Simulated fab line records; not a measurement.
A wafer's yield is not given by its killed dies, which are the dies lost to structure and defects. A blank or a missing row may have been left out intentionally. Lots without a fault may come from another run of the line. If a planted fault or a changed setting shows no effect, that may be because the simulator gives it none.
The tool behind it: which one?    flow nand-harc    Sampling: 6 lots, 18 wafers, 4 of 1302 route steps

## WHAT THE GAUGES READ, wafer by wafer
NHARC_END_SORT_01.
lot   measured      on         killed-dies
L265  day 25 16:10  prober-01  98 104 115
L268  day 27 06:13  prober-02  85 66 84
L270  day 29 21:17  prober-01  47 58 72
L273  day 29 12:43  prober-01  76 61 68
L275  day 30 06:19  prober-01  221 155 310
L283  day 33 08:40  prober-02  46 52 57

## WHAT TOOL EACH LOT RAN ON (gives the tool, then ch and the chambers of the sampled wafers, and finally the start)
lot   NHARC_A_CHANNEL_HOLE_D1_DEP_00  NHARC_THIN_TSV_ETCH_15            NHARC_THIN_TSV_DESCUM_35
L265  acl-dep-01 ch 0, day 9 15:53    rie-si-06 ch 1,2,3, day 24 23:28  rie-diel-07 ch 1,2,3, day 25 04:41
L268  acl-dep-03 ch 0, day 11 15:33   rie-si-06 ch 0,3, day 26 15:56    rie-diel-05 ch 0,1,3, day 26 21:14
L270  acl-dep-01 ch 0, day 12 05:15   rie-si-02 ch 0,2,3, day 28 18:24  rie-diel-05 ch 1,2,3, day 28 23:42
L273  acl-dep-01 ch 0, day 13 03:56   rie-si-02 ch 1,2, day 28 19:43    rie-diel-07 ch 2,3, day 29 01:22
L275  acl-dep-01 ch 0, day 14 09:37   rie-si-04 ch 1,2,3, day 29 16:36  rie-diel-05 ch 0,3, day 29 22:45
L283  acl-dep-02 ch 0, day 17 12:12   rie-si-04 ch 2,3, day 32 18:33    rie-diel-07 ch 1,2, day 32 23:48
- NHARC_A_CHANNEL_HOLE_D1_DEP_00: deposits aC, target thk 3100 nm.
- NHARC_THIN_TSV_ETCH_15: target depth 3000 nm, bosch target overetch cycles 2, bosch etch step 2.8 s.
- NHARC_THIN_TSV_DESCUM_35: chemistry O2, time 3 s.

## THE ANSWER, worked out from the rows above alone
Rule: the lots themselves supply what counts as usual. The widest of any qualifying gaps counts: lots, ordered by their means at a reading, are off when they make up no more than a third of the lots, leave a main group of 4 or more, and stand apart from it by 3 or more times the standard deviation of that group's means. A main group whose means are all the same, to the digits that the tables above print for the reading, isn't used. Also off: a lot with no number at a reading for which 4 or more lots have one. The other lots that the step has rows for count as sound.
Off: L275, at NHARC_END_SORT_01 (killed-dies). Main group: mean 73, sd 19.
If a tool, at a process step before that reading, ran all the lots that are off and no sound lot after the first of them, it fits. Those tools and the gauges at NHARC_END_SORT_01 are tried in the same way. Can't be told from this: 3 tools fit, acl-dep-01 at NHARC_A_CHANNEL_HOLE_D1_DEP_00, rie-diel-05 at NHARC_THIN_TSV_DESCUM_35, prober-01 at NHARC_END_SORT_01.

## WHAT THE SIMULATOR HAD PUT IN
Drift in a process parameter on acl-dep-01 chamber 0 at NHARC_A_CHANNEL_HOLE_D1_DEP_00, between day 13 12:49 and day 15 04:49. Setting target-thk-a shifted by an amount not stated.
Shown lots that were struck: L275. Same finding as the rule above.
